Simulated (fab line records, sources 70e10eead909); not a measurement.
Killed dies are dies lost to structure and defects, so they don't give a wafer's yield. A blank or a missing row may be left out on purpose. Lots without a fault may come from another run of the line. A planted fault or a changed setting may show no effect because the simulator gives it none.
fab line records | flow nand_harc | part 2 of 2: steps 22 to 31 of 31
record lots=5 wafers=15 last_day=24
route steps=1159 shown A_STAIRCASE@675
lots that met no fault: from a run of the same line without faults
start_h: hours from the record's first day to the start of the lot's first wafer shown | wait_h: hours since the lot's step before | " the same as in the row above | L1.1+2: a row that stands for several wafers | - no value, or no start given | * or withheld: withheld | < > ~ a bound
route shown NAME@n: a module of which the file shows steps, and the number in the route of the first | usual: mean/standard deviation of fault-free wafers | same: alike in all rows | chamber/n: place in a boat | sites: the reading at each site | _std_site: their standard deviation | _edge_site: outer sites' mean less inner sites' | radius_mm: how far each site lies from the wafer's centre | mask NAME#n: copy n | behind: the tool/chamber that last shaped the wafer | hold: why the lot was held/for how many hours/how that ended | device: the transistor (n, p or np) that didn't switch | end of line: the same wafers' tests at the end of the route | a step without rows: its recipe alone | killed: dies lost to structure and defects at the first sort, not the wafer's yield | map: a wafer's dies, x killed, . not, _ none there
set.NAME: the setting as run; set.NAME@STEP: as run at that earlier step | model.NAME: the simulator's own value behind a step, which no gauge read
lots at some steps of the route; a table a step, a row a wafer
services: from which hour (start_h, from the record's first day; less than 0 if before it) a tool's chamber was out of use, for how many hours, and why
## steps
# step NHARC_A_STAIRCASE_ALD_415
# recipe target_thk_a=300 pulse_time_s=6 ald_cycles=300 temp_c=300 material=SiO2
# usual heater_power_w=495/65 precursor_pulse_height_rel=0.996/0.02
# columns lot.wafer tool chamber start_h wait_h heater_power_w precursor_pulse_height_rel
L081.3 ald_hk-01 2 314.73 0.5 510 1.003
L081.2 " 3 " " 609 0.969
L081.5 " 0 " " 407 1.038
L083.4 ald_hk-02 2 317.86 0.3 517 0.973
L083.3 " 0 " " 411 0.973
L083.6 " 1 " " 531 1.004
L082.3 ald_hk-01 0 317.99 0.5 421 0.989
L082.2 " 1 " " 434 1.019
L082.5 " 2 " " 508 1.005
L092.3 ald_hk-01 0 370.31 1.0 416 0.999
L092.6 " 2 " " 528 0.995
L092.5 " 3 " " 596 1.007
L097.4 ald_hk-01 0 405.36 0.1 418 1.014
L097.2 " 1 " " 442 0.975
L097.6 " 1 " " 437 1.000
# step NHARC_A_STAIRCASE_ETCHBACK_416
# recipe target_depth_a=360 time_s=7.2 c4f8_flow_sccm=withheld o2_flow_sccm=8 ar_flow_sccm=withheld rf_w=600 bias_w=800 chemistry=C4F8/O2/Ar
# usual oes_product_au=0.95/0.034 rf_fwd_power_W=585.4/1.9 rf_vpp_V=720.7/3
# columns lot.wafer tool chamber start_h wait_h oes_product_au rf_fwd_power_W rf_hours_counter_h rf_vpp_V
L081.2 rie_diel-09 3 - - 0.93 582.8 20 717.8
L081.3 " 0 " " 0.91 581.6 20 725.1
L081.5 " 3 " " 0.93 583.2 - 716.6
L082.2 rie_diel-13 0 - - 1.02 581.7 12 721.9
L082.3 " 2 " " 1.00 585.1 12 717.8
L082.5 " 3 " " 1.02 585.6 - 721.9
L083.3 rie_diel-10 3 - - 1.00 590.6 55 722.6
L083.4 " 0 " " 1.00 588.3 44 719.1
L083.6 " 1 " " 1.00 584.1 - 726.2
L092.3 rie_diel-10 0 372.91 2.1 0.99 584.2 2 718.4
L092.6 " 1 " " 1.00 584.8 - 727.5
L092.5 " 2 " " 1.00 588.0 - 717.9
L097.2 rie_diel-10 3 - - 1.01 585.8 16 720.7
L097.4 " 1 " " 0.93 586.5 16 727.9
L097.6 " 3 " " 1.00 588.0 - 722.0
# step NHARC_A_STAIRCASE_STRIP_476
# recipe time_s=20 o2_flow_sccm=500 ar_flow_sccm=0 bias_w=0 chemistry=O2
# usual drypump_motor_current_A=5.9/0.47 oes_product_au=0.999/0.0088 rf_vpp_V=57.7/0.84 showerhead_plenum_p_Torr=3.45/0.095 throttle_valve_pct=17.036/0.0093
# columns lot.wafer tool chamber start_h wait_h drypump_motor_current_A oes_product_au rf_hours_counter_h rf_vpp_V showerhead_plenum_p_Torr throttle_valve_pct
L081.2 rie_diel-09 0 316.51 0.1 5.7 0.990 20 58.4 3.55 17.037
L081.3 " 2 " " 6.5 0.991 19 58.1 3.35 17.026
L081.5 " 0 " " 5.7 0.993 - 58.3 3.55 17.022
L082.3 rie_diel-13 1 319.73 0.1 6.6 1.014 12 58.8 3.48 17.025
L082.2 " 3 " " 6.2 1.008 13 57.3 3.46 17.031
L082.5 " 1 " " 6.6 1.011 - 57.8 3.48 17.048
L083.3 rie_diel-10 1 319.77 0.1 5.4 0.992 52 58.0 3.68 17.057
L083.4 " 2 " " 5.0 1.004 54 58.8 3.40 17.040
L083.6 " 3 " " 5.8 1.000 - 56.3 3.49 17.031
L092.3 rie_diel-10 3 372.97 0.1 5.9 1.013 2 57.5 3.48 17.038
L092.5 " 2 " " 5.0 0.998 - 57.6 3.39 17.033
L092.6 " 3 " " 5.8 1.004 - 57.0 3.48 17.042
L097.2 rie_diel-10 1 407.69 0.1 5.4 0.994 16 57.9 3.67 17.045
L097.4 " 3 " " 5.8 1.000 16 57.1 3.47 17.045
L097.6 " 1 " " 5.4 0.994 - 57.4 3.67 17.032
# step NHARC_A_STAIRCASE_DEP_417
# recipe target_thk_a=600 step_coverage_pct=20 temp_c=400 target_thk_nm=60 flow_sccm=200 rf_w=450 material=Si3N4
# usual heater_power_w=740/83 rf_fwd_power_W=448.9/1.4
# columns lot.wafer tool chamber start_h wait_h heater_power_w rf_fwd_power_W
L081.2 pecvd-01 1 316.60 - 773 449.1
L081.3 " 0 " " 840 448.9
L081.5 " 1 " " 789 450.0
L083.3 pecvd-02 1 319.86 - 942 451.2
L083.6 " 2 " " 723 446.6
L083.4 " 0 " " 806 448.4
L082.3 pecvd-04 2 319.86 - 642 447.8
L082.2 " 0 " " 668 449.5
L082.5 " 2 " " 689 447.2
L092.3 pecvd-02 0 373.11 - 774 448.4
L092.6 " 2 " " 760 448.6
L092.5 " 1 " " 758 448.0
L097.2 pecvd-01 1 407.87 - 798 448.5
L097.6 " 0 " " 833 450.2
L097.4 " 1 " " 782 449.2
# step NHARC_A_STAIRCASE_WET_418
# recipe temp_c=160 target_depth_a=200 chemistry=H3PO4
# columns lot.wafer tool chamber start_h wait_h
L081.2+3+5 wet_h3po4-01 1 319.66 -
L082.2+3+5 wet_h3po4-01 1 322.88 -
L083.3+4+6 wet_h3po4-01 1 322.88 -
L092.3+5+6 wet_h3po4-02 1 379.92 -
L097.2+4+6 wet_h3po4-01 0 410.84 -
# step NHARC_A_STAIRCASE_PRECLEAN_419
# recipe time_s=* temp_c=50 bath_age_min=0 chemistry=SC1
# columns lot.wafer tool chamber start_h wait_h
L081.5+2+3 wet_bench-07 1,4,5 320.25 0.0
L083.3+6+4 wet_bench-06 3,6,0 323.46 0.0
L082.5+2+3 wet_bench-02 6,7,0 323.48 0.0
L092.5+6+3 wet_bench-07 7,3,4 380.49 0.0
L097.4+2+6 wet_bench-07 7,2,3 411.43 0.0
# step NHARC_A_STAIRCASE_SRD_421
# columns lot.wafer tool chamber start_h wait_h
L081.5+2+3 wet_bench-07 1,4,5 - -
L082.5+2+3 wet_bench-02 6,7,0 - -
L083.3+6+4 wet_bench-06 3,6,0 - -
L092.5+6+3 wet_bench-07 7,3,4 - -
L097.4+2+6 wet_bench-07 7,2,3 - -
# step NHARC_A_STAIRCASE_ALD_420
# recipe target_thk_a=200 pulse_time_s=6 ald_cycles=200 temp_c=300 material=SiO2
# usual heater_power_w=490/54 precursor_pulse_height_rel=1.000/0.018
# columns lot.wafer tool chamber start_h wait_h heater_power_w precursor_pulse_height_rel
L081.3 ald_hk-04 2 320.39 - 504 0.980
L081.2 " 0 " " 432 1.031
L081.5 " 3 " " 544 1.003
L082.2 ald_hk-04 2 323.60 - 503 1.027
L082.3 " 1 " " 469 0.974
L082.5 " 2 " " 496 0.969
L083.3 ald_hk-04 1 324.56 - 477 0.995
L083.4 " 2 " " 509 1.016
L083.6 " 1 " " 486 0.985
L092.3 ald_hk-04 2 380.64 - 480 1.002
L092.6 " 2 " " 479 1.025
L092.5 " 3 " " 537 0.984
L097.2 ald_hk-02 1 411.88 - 544 1.002
L097.4 " 3 " " 534 1.008
L097.6 " 0 " " 415 1.005
# step NHARC_A_STAIRCASE_CVD_552
# recipe target_thk_a=400 temp_c=700 pressure_mtorr=300 material=SiNx
# usual pressure_mtorr=300.1/0.55 spike_tc_bottom_C=720/3
# columns lot.wafer tool chamber start_h wait_h pressure_mtorr spike_tc_bottom_C
L081.2 lpcvd-02 1 - - 299.7 716
L081.3 " 1 " " 299.9 715
L081.5 " 1 " " 299.0 716
L082.2 lpcvd-02 1 - - 300.9 717
L082.3 " 1 " " 299.5 715
L082.5 " 1 " " 300.9 716
L083.3 lpcvd-02 0 - - 300.2 720
L083.4 " 0 " " 299.8 722
L083.6 " 0 " " 299.7 723
L092.3 lpcvd-02 1 - - 300.3 716
L092.5 " 1 " " 300.7 717
L092.6 " 1 " " 300.7 718
L097.2 lpcvd-02 1 417.20 5.0 299.3 717
L097.4 " 1 " " 299.6 715
L097.6 " 1 " " 299.6 718
# step NHARC_A_STAIRCASE_DEP_151
# recipe target_thk_a=38000 temp_c=400 target_thk_nm=3800 teos_flow_sccm=200 rf_w=500 material=SiO2
# usual heater_power_w=675/86 rf_fwd_power_W=499.9/1.7
# columns lot.wafer tool chamber start_h wait_h heater_power_w rf_fwd_power_W
L081.2 pecvd-01 1 327.07 0.5 781 499.8
L081.3 " 2 " " 580 499.7
L081.5 " 2 " " 552 499.7
L082.2 pecvd-02 2 333.43 0.4 800 499.3
L082.3 " 1 " " 804 503.1
L082.5 " 0 " " 686 499.8
L083.3 pecvd-01 2 333.88 0.8 682 499.8
L083.4 " 0 " " 705 500.6
L083.6 " 2 " " 518 502.1
L092.3 pecvd-02 2 389.49 1.0 768 497.3
L092.6 " 1 " " 697 498.5
L092.5 " 2 " " 694 498.4
L097.2 pecvd-02 1 421.07 0.7 834 499.9
L097.4 " 1 " " 691 499.4
L097.6 " 0 " " 618 499.2
## services
# columns tool chamber start_h hours kind
ald_hk-02 - 286.44 10.0 pm
wet_bench-07 - 297.85 1.1 repair
wet_bench-06 - 305.60 8.0 pm
rie_diel-13 2 305.68 4.4 repair
krf_scanner-01 - 316.42 0.1 repair
wet_bench-07 - 330.48 1.8 repair
pecvd-02 - 334.01 13.0 pm
litho_track-02 - 340.00 7.0 pm
acl_dep-02 - 346.93 4.6 repair
wet_h3po4-01 - 347.36 39.1 repair
acl_dep-02 - 351.57 13.0 pm
rie_diel-10 - 354.16 9.0 pm
wet_bench-02 - 356.00 8.0 pm
litho_track-07 - 364.00 7.0 pm
pecvd-01 1 373.65 5.0 repair
rie_diel-13 - 375.21 2.7 repair
pecvd-04 - 376.61 13.0 pm
rie_diel-13 2 381.87 3.8 repair
rie_diel-10 1 387.50 7.1 repair
litho_track-03 - 388.00 7.0 pm
rie_diel-10 3 401.02 1.2 repair
rie_diel-09 0 401.81 17.0 repair
rie_diel-09 - 403.74 4.5 repair
pecvd-01 - 418.10 13.0 pm
